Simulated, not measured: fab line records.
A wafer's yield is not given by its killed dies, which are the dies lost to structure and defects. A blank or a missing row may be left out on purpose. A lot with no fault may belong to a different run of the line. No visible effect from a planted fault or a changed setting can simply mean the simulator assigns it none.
What tool caused it? / flow n5 finfet / Sampling: 9 lots, 27 wafers, 7 of 1938 route steps

## WHAT EACH GAUGE READ, for each wafer
N5_BEOL_M11_INSPECT_30: inspects for defects (brightfield). Usual: raw defect count reads 367 (standard deviation 77).
lot=L657; measured=day 10 08:55; on=defect inspect-02; raw defect count=318 372 256; flag=
lot=L658; measured=day 10 12:11; on=defect inspect-01; raw defect count=424 382 551; flag=
lot=L665; measured=day 12 20:21; on=defect inspect-01; raw defect count=360 278 270; flag=
lot=L666; measured=day 13 04:47; on=defect inspect-02; raw defect count=377 342 363; flag=
lot=L667; measured=day 13 05:42; on=defect inspect-02; raw defect count=346 298 406; flag=
lot=L673; measured=day 14 09:10; on=defect inspect-02; raw defect count=564 517 496; flag=
lot=L674; measured=day 14 15:31; on=defect inspect-01; raw defect count=314 377 252; flag=
lot=L676; measured=day 15 14:52; on=defect inspect-01; raw defect count=316 254 382; flag=
lot=L677; measured=day 15 21:38; on=defect inspect-02; raw defect count=327 296 380; flag=

N5_BEOL_M11_OCD_MEAS_38. Usual: trench depth nm reads 148.1 nm (standard deviation 2).
lot=L657; measured=day 10 09:27; on=ocd-02; trench depth nm (nm)=148.3 146.8 146.1; flag=
lot=L658; measured=day 10 12:42; on=ocd-01; trench depth nm (nm)=148.8 151.3 150.8; flag=
lot=L665; measured=day 12 21:41; on=ocd-02; trench depth nm (nm)=150.1 149.1 149.6; flag=
lot=L666; measured=day 13 05:35; on=ocd-01; trench depth nm (nm)=148.2 151.1 208.2; flag=OFF
lot=L667; measured=day 13 06:55; on=ocd-02; trench depth nm (nm)=147.5 151.5 209.1; flag=OFF
lot=L673; measured=day 14 09:41; on=ocd-01; trench depth nm (nm)=146.4 149.6 145.6; flag=
lot=L674; measured=day 14 16:13; on=ocd-02; trench depth nm (nm)=151.3 146.9 150.9; flag=
lot=L676; measured=day 15 15:24; on=ocd-01; trench depth nm (nm)=145.5 146.9 147.4; flag=
lot=L677; measured=day 15 22:25; on=ocd-02; trench depth nm (nm)=150.6 150.3 150.6; flag=

N5_BEOL_M11_THK_MEAS_53: measures by xrf. Usual: for M11_THK the level is 142.5 nm and the standard deviation is 2.5.
lot=L657; measured=day 10 11:49; on=film metro-01; M11_THK (nm)=145.2 144.1 143.4; flag=
lot=L658; measured=day 10 15:34; on=film metro-01; M11_THK (nm)=142.6 144.8 145.5; flag=
lot=L665; measured=day 13 00:32; on=film metro-01; M11_THK (nm)=145.8 144.0 144.0; flag=
lot=L666; measured=day 13 08:10; on=film metro-02; M11_THK (nm)=139.4 145.2 202.9; flag=OFF
lot=L667; measured=day 13 09:02; on=film metro-02; M11_THK (nm)=141.0 144.9 203.6; flag=OFF
lot=L673; measured=day 14 12:04; on=film metro-01; M11_THK (nm)=139.7 144.2 138.5; flag=
lot=L674; measured=day 14 18:31; on=film metro-01; M11_THK (nm)=146.4 141.9 146.0; flag=
lot=L676; measured=day 15 17:43; on=film metro-01; M11_THK (nm)=138.6 139.7 141.1; flag=
lot=L677; measured=day 16 01:14; on=film metro-01; M11_THK (nm)=144.8 145.6 147.0; flag=

N5_BEOL_M11_RS_MEAS_57: measures by four-point-probe. Usual: for M11_RS the level is 0.1518 ohm/sq and the standard deviation is 0.0025.
lot=L657; measured=day 10 11:59; on=film metro-02; M11_RS (ohm/sq)=0.1500 0.1521 0.1522; flag=
lot=L658; measured=day 10 15:44; on=film metro-02; M11_RS (ohm/sq)=0.1515 0.1501 0.1483; flag=
lot=L665; measured=day 13 00:40; on=film metro-01; M11_RS (ohm/sq)=0.1495 0.1511 0.1517; flag=
lot=L666; measured=day 13 08:17; on=film metro-02; M11_RS (ohm/sq)=0.1543 0.1478 0.1031; flag=OFF
lot=L667; measured=day 13 09:10; on=film metro-02; M11_RS (ohm/sq)=0.1519 0.1468 0.1022; flag=OFF
lot=L673; measured=day 14 12:12; on=film metro-02; M11_RS (ohm/sq)=0.1539 0.1487 0.1555; flag=
lot=L674; measured=day 14 18:39; on=film metro-01; M11_RS (ohm/sq)=0.1477 0.1527 0.1480; flag=
lot=L676; measured=day 15 17:50; on=film metro-02; M11_RS (ohm/sq)=0.1551 0.1543 0.1521; flag=
lot=L677; measured=day 16 01:21; on=film metro-02; M11_RS (ohm/sq)=0.1499 0.1500 0.1489; flag=

## WHAT TOOL EACH LOT RAN ON (gives the tool, then ch and the chambers of the sampled wafers, and finally the start)
lot=L657; N5_BEOL_M11_PECVD_70=pecvd-02 ch 1,2, day 10 06:46; N5_BEOL_M11_TRENCH_ETCH_37=rie diel-03 ch 0,2, day 10 09:16; N5_BEOL_M11_SPUTTER_48=pvd sputter-01, day 10 10:59
lot=L658; N5_BEOL_M11_PECVD_70=pecvd-02 ch 0,1,2, day 10 10:20; N5_BEOL_M11_TRENCH_ETCH_37=rie diel-01 ch 1,2,3, day 10 12:31; N5_BEOL_M11_SPUTTER_48=pvd sputter-01, day 10 14:00
lot=L665; N5_BEOL_M11_PECVD_70=pecvd-02 ch 1,2, day 12 17:02; N5_BEOL_M11_TRENCH_ETCH_37=rie diel-01 ch 1,2,3, day 12 21:31; N5_BEOL_M11_SPUTTER_48=pvd sputter-03, day 12 23:26
lot=L666; N5_BEOL_M11_PECVD_70=pecvd-04 ch 0,1,2, day 13 01:59; N5_BEOL_M11_TRENCH_ETCH_37=rie diel-01 ch 0,2,3, day 13 05:24; N5_BEOL_M11_SPUTTER_48=pvd sputter-03, day 13 07:01
lot=L667; N5_BEOL_M11_PECVD_70=pecvd-04 ch 1,2, day 13 03:04; N5_BEOL_M11_TRENCH_ETCH_37=rie diel-01 ch 1,2,3, day 13 06:44; N5_BEOL_M11_SPUTTER_48=pvd sputter-03, day 13 08:13
lot=L673; N5_BEOL_M11_PECVD_70=pecvd-04 ch 1,2, day 14 06:57; N5_BEOL_M11_TRENCH_ETCH_37=rie diel-05 ch 1,2,3, day 14 09:31; N5_BEOL_M11_SPUTTER_48=pvd sputter-03, day 14 11:02
lot=L674; N5_BEOL_M11_PECVD_70=pecvd-04 ch 0,1,2, day 14 11:20; N5_BEOL_M11_TRENCH_ETCH_37=rie diel-05 ch 0,1, day 14 16:02; N5_BEOL_M11_SPUTTER_48=pvd sputter-01, day 14 17:41
lot=L676; N5_BEOL_M11_PECVD_70=pecvd-02 ch 0,1,2, day 15 12:56; N5_BEOL_M11_TRENCH_ETCH_37=rie diel-03 ch 0,2, day 15 15:13; N5_BEOL_M11_SPUTTER_48=pvd sputter-02, day 15 16:35
lot=L677; N5_BEOL_M11_PECVD_70=pecvd-04 ch 0,1, day 15 19:07; N5_BEOL_M11_TRENCH_ETCH_37=rie diel-05 ch 0,2, day 15 22:14; N5_BEOL_M11_SPUTTER_48=pvd sputter-01, day 16 00:06
- N5_BEOL_M11_PECVD_70: deposits SiO2 from TEOS/O2, target thk 20 nm, time 22.7 s.
- N5_BEOL_M11_TRENCH_ETCH_37: etches SiCOH lowk in C4F6/O2, target depth 148.83 nm, time 48 s.
- N5_BEOL_M11_SPUTTER_48: material Cu, target thk 12 nm, time 2 s.

## AS READ BY THE TOOLS THEMSELVES (means over the sampled wafers that have a number; for cases with no such wafer, the mark the record gives instead)
N5_BEOL_M11_PECVD_70. Usual: heater power w 802 W, standard deviation 92; showerhead plenum p Torr 8.79 Torr, standard deviation 0.05; throttle valve pct 22.1 %, standard deviation 0.94.
lot=L657; tool=pecvd-02; heater power w (W)=803; showerhead plenum p Torr (Torr)=8.81; throttle valve pct (%)=22.6; flag=
lot=L658; tool=pecvd-02; heater power w (W)=817; showerhead plenum p Torr (Torr)=8.82; throttle valve pct (%)=22.1; flag=
lot=L665; tool=pecvd-02; heater power w (W)=774; showerhead plenum p Torr (Torr)=8.78; throttle valve pct (%)=22.4; flag=
lot=L666; tool=pecvd-04; heater power w (W)=841; showerhead plenum p Torr (Torr)=8.78; throttle valve pct (%)=21.9; flag=
lot=L667; tool=pecvd-04; heater power w (W)=794; showerhead plenum p Torr (Torr)=8.77; throttle valve pct (%)=21.1; flag=
lot=L673; tool=pecvd-04; heater power w (W)=804; showerhead plenum p Torr (Torr)=8.78; throttle valve pct (%)=21.3; flag=
lot=L674; tool=pecvd-04; heater power w (W)=838; showerhead plenum p Torr (Torr)=8.76; throttle valve pct (%)=22.1; flag=
lot=L676; tool=pecvd-02; heater power w (W)=779; showerhead plenum p Torr (Torr)=8.81; throttle valve pct (%)=22.5; flag=
lot=L677; tool=pecvd-04; heater power w (W)=841; showerhead plenum p Torr (Torr)=8.75; throttle valve pct (%)=22.7; flag=

N5_BEOL_M11_TRENCH_ETCH_37. Usual: C4F6_flow_sccm 10.00 sccm, standard deviation 0.031; drypump motor current A 5.7 A, standard deviation 0.41; oes product au 0.79 a.u., standard deviation 0.077; rf vpp V 663 V, standard deviation 6.8; showerhead plenum p Torr 2.84 Torr, standard deviation 0.06; throttle valve pct 20.88 %, standard deviation 0.28.
lot=L657; tool=rie diel-03; C4F6_flow_sccm (sccm)=9.99; drypump motor current A (A)=5.9; oes product au (a.u.)=0.76; rf vpp V (V)=662; showerhead plenum p Torr (Torr)=2.77; throttle valve pct (%)=20.73; flag=
lot=L658; tool=rie diel-01; C4F6_flow_sccm (sccm)=9.99; drypump motor current A (A)=5.5; oes product au (a.u.)=0.87; rf vpp V (V)=672; showerhead plenum p Torr (Torr)=2.85; throttle valve pct (%)=20.71; flag=
lot=L665; tool=rie diel-01; C4F6_flow_sccm (sccm)=10.03; drypump motor current A (A)=5.5; oes product au (a.u.)=0.84; rf vpp V (V)=670; showerhead plenum p Torr (Torr)=2.84; throttle valve pct (%)=20.73; flag=
lot=L666; tool=rie diel-01; C4F6_flow_sccm (sccm)=9.97; drypump motor current A (A)=5.5; oes product au (a.u.)=0.88; rf vpp V (V)=665; showerhead plenum p Torr (Torr)=2.83; throttle valve pct (%)=20.77; flag=
lot=L667; tool=rie diel-01; C4F6_flow_sccm (sccm)=10.01; drypump motor current A (A)=5.5; oes product au (a.u.)=0.90; rf vpp V (V)=673; showerhead plenum p Torr (Torr)=2.84; throttle valve pct (%)=20.75; flag=
lot=L673; tool=rie diel-05; C4F6_flow_sccm (sccm)=9.97; drypump motor current A (A)=5.5; oes product au (a.u.)=0.78; rf vpp V (V)=658; showerhead plenum p Torr (Torr)=2.86; throttle valve pct (%)=21.03; flag=
lot=L674; tool=rie diel-05; C4F6_flow_sccm (sccm)=9.99; drypump motor current A (A)=5.9; oes product au (a.u.)=0.89; rf vpp V (V)=659; showerhead plenum p Torr (Torr)=2.82; throttle valve pct (%)=21.05; flag=
lot=L676; tool=rie diel-03; C4F6_flow_sccm (sccm)=10.02; drypump motor current A (A)=5.7; oes product au (a.u.)=0.72; rf vpp V (V)=663; showerhead plenum p Torr (Torr)=2.79; throttle valve pct (%)=20.85; flag=
lot=L677; tool=rie diel-05; C4F6_flow_sccm (sccm)=10.00; drypump motor current A (A)=5.2; oes product au (a.u.)=0.86; rf vpp V (V)=652; showerhead plenum p Torr (Torr)=2.86; throttle valve pct (%)=20.60; flag=

N5_BEOL_M11_SPUTTER_48. Usual: throttle valve pct reads 30.1 % (standard deviation 0.41).
lot=L657; tool=pvd sputter-01; throttle valve pct (%)=30.3; flag=
lot=L658; tool=pvd sputter-01; throttle valve pct (%)=30.1; flag=
lot=L665; tool=pvd sputter-03; throttle valve pct (%)=30.3; flag=
lot=L666; tool=pvd sputter-03; throttle valve pct (%)=29.9; flag=
lot=L667; tool=pvd sputter-03; throttle valve pct (%)=30.1; flag=
lot=L673; tool=pvd sputter-03; throttle valve pct (%)=30.1; flag=
lot=L674; tool=pvd sputter-01; throttle valve pct (%)=30.5; flag=
lot=L676; tool=pvd sputter-02; throttle valve pct (%)=29.9; flag=
lot=L677; tool=pvd sputter-01; throttle valve pct (%)=30.1; flag=

## THE ANSWER, worked out from the rows above alone
Rule: lot off if the mean of its wafers having a number is beyond 3 standard deviations from the usual mean. A lot without any number at a reading at which 4 lots or more have one is off too. All remaining lots with rows at the step are treated as sound. Order of review: gauges by route order, followed by the tools' own readings, for which a lot's mean as printed above is used. The first step at which some lot is off is used, and at that step the reading that is off furthest; a lot without a number counts as furthest.
Off at N5_BEOL_M11_OCD_MEAS_38 (trench depth nm): L666, L667.
If a tool, at a process step before that reading, ran all the lots that are off and no sound lot after the first of them, it fits. The gauges at N5_BEOL_M11_OCD_MEAS_38 aren't tried: what is off there is off at N5_BEOL_M11_THK_MEAS_53 too, on other tools, and a gauge's error can't cause that. One candidate fits, namely rie diel-01 at N5_BEOL_M11_TRENCH_ETCH_37. A fault onset in the window from L665 (day 12 21:31, its last sound lot) to L666 (day 13 05:24, its first lot off) fits.

## WHAT THE SIMULATOR HAD PUT IN
rie diel-01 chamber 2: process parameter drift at N5_BEOL_M11_TRENCH_ETCH_37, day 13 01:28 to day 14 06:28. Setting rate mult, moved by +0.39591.
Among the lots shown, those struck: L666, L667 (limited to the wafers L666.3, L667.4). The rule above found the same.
